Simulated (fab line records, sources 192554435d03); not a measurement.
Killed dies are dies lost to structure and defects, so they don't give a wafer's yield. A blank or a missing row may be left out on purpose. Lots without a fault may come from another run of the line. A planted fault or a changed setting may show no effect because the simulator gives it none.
Which tool did it? | flow n5_finfet | 10 lots, 29 wafers sampled, at 5 steps of a route of 1938

WHAT THE GAUGES READ, wafer by wafer
N5_HKMG_FIN_OVL_MEAS_50. Usual: NDIPOLE_OVL 0.3 nm, standard deviation 0.67.
lot  | measured    | on         | NDIPOLE_OVL (nm) | flag
L439 | day 3 23:40 | overlay-01 | 1.3 0.4 0.4      |
L441 | day 4 13:13 | overlay-02 | 0.6 0.7          |
L443 | day 4 23:46 | overlay-01 | 1.2 0.6 0.5      |
L447 | day 6 00:59 | overlay-02 | 0.6 1.9 1.4      |
L450 | day 6 17:55 | overlay-01 | -1.3 -0.1 0.3    |
L451 | day 7 03:49 | overlay-01 | 0.7 -0.4 0.6     |
L457 | day 8 12:01 | overlay-01 | 0.6 -0.2 0.6     |
L459 | day 9 03:22 | overlay-01 | 0.6 0.2 1.5      |
L460 | day 9 08:47 | overlay-02 | 0.1 1.1 1.2      |
L462 | day 9 22:58 | overlay-02 | 1.7 1.0 0.7      |

N5_BEOL_M4_RC_MEAS_101. Usual: DIBL_N 37.5 mV/V, standard deviation 2.5; DIBL_P 38 mV/V, standard deviation 3.1; IOFF_N 0.19 nA/um, standard deviation 0.059; IOFF_P 0.24 nA/um, standard deviation 0.061; ION_N 679 uA/um, standard deviation 16; ION_P 465 uA/um, standard deviation 9.8; SS_N 72.0 mV/dec, standard deviation 0.8; SS_P 73.7 mV/dec, standard deviation 0.86; VT_N 248 mV, standard deviation 4.5; VT_P -249 mV, standard deviation 3.5.
lot  | measured     | on        | DIBL_N (mV/V)  | DIBL_P (mV/V) | IOFF_N (nA/um) | IOFF_P (nA/um) | ION_N (uA/um) | ION_P (uA/um) | SS_N (mV/dec)  | SS_P (mV/dec)  | VT_N (mV)   | VT_P (mV)      | flag
L439 | day 7 19:21  | prober-02 | 34.1 37.8 39.7 | 36 37 40      | 0.12 0.18 0.23 | 0.20 0.22 0.27 | 659 678 679   | 459 466 459   | 70.6 72.3 72.7 | 72.8 73.5 74.2 | 254 251 248 | -249 -250 -245 |
L441 | day 8 11:52  | prober-02 | 37.4 35.7      | 40 38         | 0.18 0.14      | 0.24 0.19      | 675 666       | 466 463       | 71.5 71.5      | 73.8 73.9      | 248 254     | -248 -252      |
L443 | day 8 20:35  | prober-02 | 37.5 41.0 37.7 | 38 43 38      | 0.19 0.31 0.18 | 0.24 0.37 0.25 | 679 711 683   | 463 480 469   | 71.3 72.8 72.1 | 73.4 75.0 73.4 | 249 238 248 | -248 -242 -247 |
L447 | day 10 21:11 | prober-01 | 34.4 38.7 37.1 | 35 39 37      | 0.10 0.18 0.14 | 0.16 0.24 0.20 | 657 673 651   | 453 467 452   | 70.8 71.8 71.5 | 73.2 74.1 73.1 | 260 247 252 | -253 -249 -251 |
L457 | day 12 20:11 | prober-02 | 34.5 36.0 39.9 | 35 35 40      | 0.14 0.14 0.24 | 0.21 0.20 0.28 | 668 668 696   | 462 459 475   | 70.9 71.2 71.8 | 73.5 73.8 74.1 | 249 251 244 | -249 -250 -246 |
L459 | day 13 22:40 | prober-02 | 40.5 38.6 39.9 | 38 36 38      | 0.23 0.17 0.21 | 0.26 0.22 0.25 | 684 662 687   | 465 460 466   | 72.7 73.0 71.8 | 73.8 73.4 74.0 | 246 250 250 | -249 -249 -248 |
L460 | day 13 22:26 | prober-01 | 38.6 39.0 39.9 | 42 39 41      | 0.21 0.20 0.23 | 0.29 0.23 0.26 | 685 676 687   | 475 455 466   | 72.0 71.8 72.2 | 74.4 74.7 74.6 | 247 247 245 | -249 -251 -249 |
L462 | day 14 05:08 | prober-02 | 36.5 36.5 36.0 | 37 39 37      | 0.18 0.19 0.15 | 0.22 0.27 0.20 | 681 690 677   | 462 476 461   | 72.6 72.7 72.3 | 73.0 74.0 73.7 | 250 247 253 | -249 -247 -253 |

WHICH TOOL RAN EACH LOT (tool, then ch and the chambers of the sampled wafers, then the start)
lot  | N5_HKMG_FIN_STRIP_34              | N5_HKMG_FIN_NWFM_ALD_20             | N5_HKMG_FIN_STRIP_69
L439 | rie_diel-05 ch 1,3, day 4 03:42   | ald_metal-02 ch 1,2, day 4 05:23    | plasma_asher-02 ch 0,1, day 4 06:12
L441 | rie_diel-05 ch 3, day 4 17:31     | ald_metal-04 ch 0, day 4 19:12      | plasma_asher-01 ch 0, day 4 20:08
L443 | rie_diel-01 ch 0,2, day 5 03:50   | ald_metal-02 ch 0,2, day 5 05:32    | plasma_asher-02 ch 0,1, day 5 06:34
L447 | rie_diel-01 ch 2,3, day 6 05:15   | ald_metal-02 ch 0,1,3, day 6 07:09  | plasma_asher-02 ch 0,1, day 6 08:03
L450 | rie_diel-01 ch 2,3, day 6 21:49   | ald_metal-04 ch 0,1, day 6 23:29    | plasma_asher-02 ch 0,1, day 7 00:38
L451 | rie_diel-03 ch 0,2,3, day 7 07:41 | ald_metal-03 ch 0,1,2, day 7 09:37  | plasma_asher-01 ch 0,1, day 7 10:26
L457 | rie_diel-03 ch 0,1,3, day 8 16:32 | ald_metal-03 ch 1,2,3, day 8 18:13  | plasma_asher-02 ch 0,1, day 8 19:00
L459 | rie_diel-03 ch 0,1,3, day 9 07:10 | ald_metal-04 ch 0,1, day 9 08:50    | plasma_asher-01 ch 0,1, day 9 09:50
L460 | rie_diel-01 ch 0,2,3, day 9 12:23 | ald_metal-04 ch 1,3, day 9 14:04    | plasma_asher-01 ch 1, day 9 14:52
L462 | rie_diel-01 ch 0,3, day 10 02:45  | ald_metal-02 ch 0,1,3, day 10 04:26 | plasma_asher-01 ch 0,1, day 10 05:14
- N5_HKMG_FIN_STRIP_34: strips in CF4.
- N5_HKMG_FIN_NWFM_ALD_20: deposits TiAlC, target thk 2 nm, pulse time 3 s, purge time 2 s.
- N5_HKMG_FIN_STRIP_69: strips in N2/H2, time 360 s.

WHAT THE TOOLS THEMSELVES READ (means of the sampled wafers that have a number; where no wafer has one, the mark that the record gives instead)
N5_HKMG_FIN_STRIP_34. Usual: bias_power_w 75.03 W, standard deviation 0.22; cf4_flow_sccm 149.9 sccm, standard deviation 0.47; drypump_motor_current_A 5.5 A, standard deviation 0.41; oes_product_au 0.79 a.u., standard deviation 0.088; rf_vpp_V 271.1 V, standard deviation 1.7; showerhead_plenum_p_Torr 1.79 Torr, standard deviation 0.069; throttle_valve_pct 13.6 %, standard deviation 0.31.
lot  | tool        | bias_power_w (W) | cf4_flow_sccm (sccm) | drypump_motor_current_A (A) | oes_product_au (a.u.) | rf_vpp_V (V) | showerhead_plenum_p_Torr (Torr) | throttle_valve_pct (%) | flag
L439 | rie_diel-05 | 74.72            | 150.5                | 6.0                         | 0.74                  | 270.7        | 1.77                            | 13.6                   |
L441 | rie_diel-05 | 74.81            | 150.0                | 6.3                         | 0.69                  | 271.7        | 1.77                            | 13.6                   |
L443 | rie_diel-01 | 75.03            | 150.2                | 5.8                         | 0.69                  | 272.2        | 1.79                            | 13.9                   |
L447 | rie_diel-01 | 74.94            | 149.8                | 5.8                         | 0.74                  | 269.7        | 1.73                            | 13.8                   |
L450 | rie_diel-01 | -                | -                    | -                           | -                     | -            | -                               | -                      | OFF
L451 | rie_diel-03 | -                | -                    | -                           | -                     | -            | -                               | -                      | OFF
L457 | rie_diel-03 | 75.17            | 150.4                | 5.3                         | 0.83                  | 271.9        | 1.83                            | 13.6                   |
L459 | rie_diel-03 | 75.08            | 149.9                | 5.3                         | 0.81                  | 272.9        | 1.83                            | 13.6                   |
L460 | rie_diel-01 | 75.00            | 150.1                | 5.8                         | 0.87                  | 271.4        | 1.84                            | 13.4                   |
L462 | rie_diel-01 | 75.08            | 149.7                | 5.7                         | 0.85                  | 271.3        | 1.82                            | 13.4                   |

N5_HKMG_FIN_NWFM_ALD_20. Usual: heater_power_w 506 W, standard deviation 86; precursor_pulse_height_rel 0.999, standard deviation 0.019.
lot  | tool         | heater_power_w (W) | precursor_pulse_height_rel | flag
L439 | ald_metal-02 | 485                | 0.983                      |
L441 | ald_metal-04 | 375                | 0.984                      |
L443 | ald_metal-02 | 513                | 0.992                      |
L447 | ald_metal-02 | 497                | 1.013                      |
L450 | ald_metal-04 | 502                | 1.003                      |
L451 | ald_metal-03 | 490                | 1.008                      |
L457 | ald_metal-03 | 543                | 0.995                      |
L459 | ald_metal-04 | 507                | 1.006                      |
L460 | ald_metal-04 | 593                | 1.011                      |
L462 | ald_metal-02 | 504                | 0.990                      |

N5_HKMG_FIN_STRIP_69. Usual: drypump_motor_current_A 5.3 A, standard deviation 0.37; h2_flow_sccm 3251 sccm, standard deviation 11; heater_power_w 490 W, standard deviation 42.
lot  | tool            | drypump_motor_current_A (A) | h2_flow_sccm (sccm) | heater_power_w (W) | flag
L439 | plasma_asher-02 | 4.9                         | 3247                | 523                |
L441 | plasma_asher-01 | 5.7                         | 3262                | 472                |
L443 | plasma_asher-02 | 5.0                         | 3244                | 533                |
L447 | plasma_asher-02 | 5.1                         | 3241                | 530                |
L450 | plasma_asher-02 | 5.0                         | 3237                | 529                |
L451 | plasma_asher-01 | 5.7                         | 3253                | 455                |
L457 | plasma_asher-02 | 4.9                         | 3248                | 521                |
L459 | plasma_asher-01 | 5.7                         | 3258                | 455                |
L460 | plasma_asher-01 | 5.7                         | 3260                | 431                |
L462 | plasma_asher-01 | 5.7                         | 3259                | 455                |

THE ANSWER, worked out from the rows above alone
Rule: a lot is off if the mean of its wafers that have a number lies more than 3 standard deviations from the usual mean. A lot without any number at a reading at which 4 lots or more have one is off too. The other lots that the step has rows for count as sound. The gauges are gone through in route order, then the tools' own readings, and for those a lot's mean is taken as printed above. The first step at which some lot is off is used, and at that step the reading that is off furthest; a lot without a number counts as furthest.
Off: L450, L451, at N5_HKMG_FIN_STRIP_34 (bias_power_w). Without a number there: L450, L451.
A tool fits if, at that step or a process step before it, it ran every lot that is off, and no sound lot after the first of them. None of those tried fits.

WHAT THE SIMULATOR HAD PUT IN
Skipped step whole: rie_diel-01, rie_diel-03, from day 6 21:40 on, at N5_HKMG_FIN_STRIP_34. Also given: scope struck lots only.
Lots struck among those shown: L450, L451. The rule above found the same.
